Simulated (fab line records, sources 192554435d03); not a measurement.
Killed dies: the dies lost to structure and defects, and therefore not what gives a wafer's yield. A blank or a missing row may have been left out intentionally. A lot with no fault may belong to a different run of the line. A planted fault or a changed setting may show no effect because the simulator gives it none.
Split-lot study :: flow n5 finfet :: 7 lots, 21 wafers read, on a route of 1938 steps

## ABOUT THE SPLIT
At N5_BEOL_M10_COAT_64 (time 60 s, resist thk 30 nm), the setting spin rpm was moved away from the recipe's 1500 rpm on 8 of the 21 wafers read, by -8.7% to +4.9%. This setting was run at the recipe's value on the other wafers.

## FROM THE SPLIT TO THE READING: what the file shows between them, 3 steps
- N5_BEOL_M10_COAT_22: resist thk 90 nm
- N5_BEOL_M10_EBR_24
- N5_BEOL_M10_DESCUM_33: chemistry O2, time 7.9 s

## THE READING
CAR-ArF_of_BEOL_M10_COAT_22.thk nm (the simulator's own value, which no gauge read), in nm, at N5_BEOL_M10_ETCH_65 (etches SiARC in CF4, target depth 39 nm, time 65 s). The file gives no usual value for it. The 13 wafers here that ran the recipe average 55.5 nm, standard deviation 0.26 nm.

wafer: L077.2
tool, chamber at the split: litho track-02, 0
spin rpm as run, rpm: 1500
against the recipe: recipe
CAR-ArF_of_BEOL_M10_COAT_22.thk nm, nm: 55.2
against lot-mates on the recipe: -

wafer: L077.4
tool, chamber at the split: litho track-02, 0
spin rpm as run, rpm: 1500
against the recipe: recipe
CAR-ArF_of_BEOL_M10_COAT_22.thk nm, nm: 55.4
against lot-mates on the recipe: -

wafer: L077.6
tool, chamber at the split: litho track-02, 0
spin rpm as run, rpm: 1500
against the recipe: recipe
CAR-ArF_of_BEOL_M10_COAT_22.thk nm, nm: 55.4
against lot-mates on the recipe: -

wafer: L081.1
tool, chamber at the split: litho track-05, 0
spin rpm as run, rpm: 1388
against the recipe: -7.5%
CAR-ArF_of_BEOL_M10_COAT_22.thk nm, nm: 54.4
against lot-mates on the recipe: -1.2

wafer: L081.2
tool, chamber at the split: litho track-05, 0
spin rpm as run, rpm: 1500
against the recipe: recipe
CAR-ArF_of_BEOL_M10_COAT_22.thk nm, nm: 55.6
against lot-mates on the recipe: -

wafer: L081.3
tool, chamber at the split: litho track-05, 0
spin rpm as run, rpm: 1388
against the recipe: -7.5%
CAR-ArF_of_BEOL_M10_COAT_22.thk nm, nm: 54.8
against lot-mates on the recipe: -0.8

wafer: L087.1
tool, chamber at the split: litho track-03, 0
spin rpm as run, rpm: 1370
against the recipe: -8.7%
CAR-ArF_of_BEOL_M10_COAT_22.thk nm, nm: 53.6
against lot-mates on the recipe: -1.4

wafer: L087.3
tool, chamber at the split: litho track-03, 0
spin rpm as run, rpm: 1500
against the recipe: recipe
CAR-ArF_of_BEOL_M10_COAT_22.thk nm, nm: 55
against lot-mates on the recipe: -

wafer: L087.6
tool, chamber at the split: litho track-03, 0
spin rpm as run, rpm: 1500
against the recipe: recipe
CAR-ArF_of_BEOL_M10_COAT_22.thk nm, nm: 55
against lot-mates on the recipe: -

wafer: L088.3
tool, chamber at the split: litho track-05, 0
spin rpm as run, rpm: 1500
against the recipe: recipe
CAR-ArF_of_BEOL_M10_COAT_22.thk nm, nm: 55.6
against lot-mates on the recipe: -

wafer: L088.4
tool, chamber at the split: litho track-05, 0
spin rpm as run, rpm: 1500
against the recipe: recipe
CAR-ArF_of_BEOL_M10_COAT_22.thk nm, nm: 55.8
against lot-mates on the recipe: -

wafer: L088.5
tool, chamber at the split: litho track-05, 0
spin rpm as run, rpm: 1500
against the recipe: recipe
CAR-ArF_of_BEOL_M10_COAT_22.thk nm, nm: 55.6
against lot-mates on the recipe: -

wafer: L089.2
tool, chamber at the split: litho track-05, 0
spin rpm as run, rpm: 1574
against the recipe: +4.9%
CAR-ArF_of_BEOL_M10_COAT_22.thk nm, nm: 56.4
against lot-mates on the recipe: +1.0

wafer: L089.3
tool, chamber at the split: litho track-05, 0
spin rpm as run, rpm: 1500
against the recipe: recipe
CAR-ArF_of_BEOL_M10_COAT_22.thk nm, nm: 55.4
against lot-mates on the recipe: -

wafer: L089.4
tool, chamber at the split: litho track-05, 0
spin rpm as run, rpm: 1574
against the recipe: +4.9%
CAR-ArF_of_BEOL_M10_COAT_22.thk nm, nm: 56.2
against lot-mates on the recipe: +0.8

wafer: L094.2
tool, chamber at the split: litho track-05, 0
spin rpm as run, rpm: 1381
against the recipe: -7.9%
CAR-ArF_of_BEOL_M10_COAT_22.thk nm, nm: 54.2
against lot-mates on the recipe: -1.6

wafer: L094.5
tool, chamber at the split: litho track-05, 0
spin rpm as run, rpm: 1381
against the recipe: -7.9%
CAR-ArF_of_BEOL_M10_COAT_22.thk nm, nm: 54.4
against lot-mates on the recipe: -1.4

wafer: L094.6
tool, chamber at the split: litho track-05, 0
spin rpm as run, rpm: 1500
against the recipe: recipe
CAR-ArF_of_BEOL_M10_COAT_22.thk nm, nm: 55.8
against lot-mates on the recipe: -

wafer: L097.1
tool, chamber at the split: litho track-02, 0
spin rpm as run, rpm: 1500
against the recipe: recipe
CAR-ArF_of_BEOL_M10_COAT_22.thk nm, nm: 55.8
against lot-mates on the recipe: -

wafer: L097.2
tool, chamber at the split: litho track-02, 0
spin rpm as run, rpm: 1500
against the recipe: recipe
CAR-ArF_of_BEOL_M10_COAT_22.thk nm, nm: 55.4
against lot-mates on the recipe: -

wafer: L097.3
tool, chamber at the split: litho track-02, 0
spin rpm as run, rpm: 1394
against the recipe: -7.1%
CAR-ArF_of_BEOL_M10_COAT_22.thk nm, nm: 54.4
against lot-mates on the recipe: -1.2

FIT RESULTS
A straight line over all 21 wafers: CAR-ArF_of_BEOL_M10_COAT_22.thk nm changes by +0.155 nm for each +1% of spin rpm; r = +0.92; the points scatter about the line by 0.28 nm.
The same after taking each lot's own level away (the mean of its wafers on the recipe; 21 wafers): +0.167 nm for each +1%; r = +0.98; scatter 0.15 nm.
The reading moves by 1.5 nm for the largest change in spin rpm, on that fit.
Measured against the standard deviation above, the lots' own levels, which go from 55.00 to 55.80 nm, span 3.0 times it.
Consequently the slope shifts little with the lot-to-lot level, the two slopes agreeing.
Check: -1.44 nm against its lot-mates is what the line predicts for one of the wafers moved furthest among these (-8.7%) when that wafer is left out of the fit. It came out at -1.4 nm against them.

## ADDITIONAL SPLITS CARRIED BY THESE WAFERS
Note: prior to the reading, these wafers also went through further splits. Each is held against what the fit with the lots' levels taken away leaves over:
other split on the same wafers: N5_BEOL_M9_EXPOSE_25 dose mj
wafers away from the commonest value: 5
r with CAR-ArF_of_BEOL_M10_COAT_22.thk nm (lot level and that fit taken away): +0.09

## THE WHOLE CHAIN: every reading that the file lists as answering this split, in the file's order
step: N5_BEOL_M10_COAT_64
what it does: time 60 s, resist thk 30 nm
reading: SiARC_of_BEOL_M10_COAT_64.thk nm (the simulator's own value, which no gauge read)
change (the file's fit): -0.159 nm for each +1% of the setting
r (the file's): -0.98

step: N5_BEOL_M10_ETCH_65
what it does: etches SiARC in CF4, target depth 39 nm, time 65 s
reading: etch.depth nm (the simulator's own value, which no gauge read)
change (the file's fit): -0.163 nm for each +1% of the setting
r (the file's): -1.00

step: N5_BEOL_M10_ETCH_65
what it does: etches SiARC in CF4, target depth 39 nm, time 65 s
reading: CAR-ArF_of_BEOL_M10_COAT_22.thk nm (the simulator's own value, which no gauge read)
change (the file's fit): +0.166 nm for each +1% of the setting
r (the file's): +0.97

## THE FILE'S OWN FIT
CAR-ArF_of_BEOL_M10_COAT_22.thk nm changes by +0.166 nm for each +1% of spin rpm, r = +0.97.
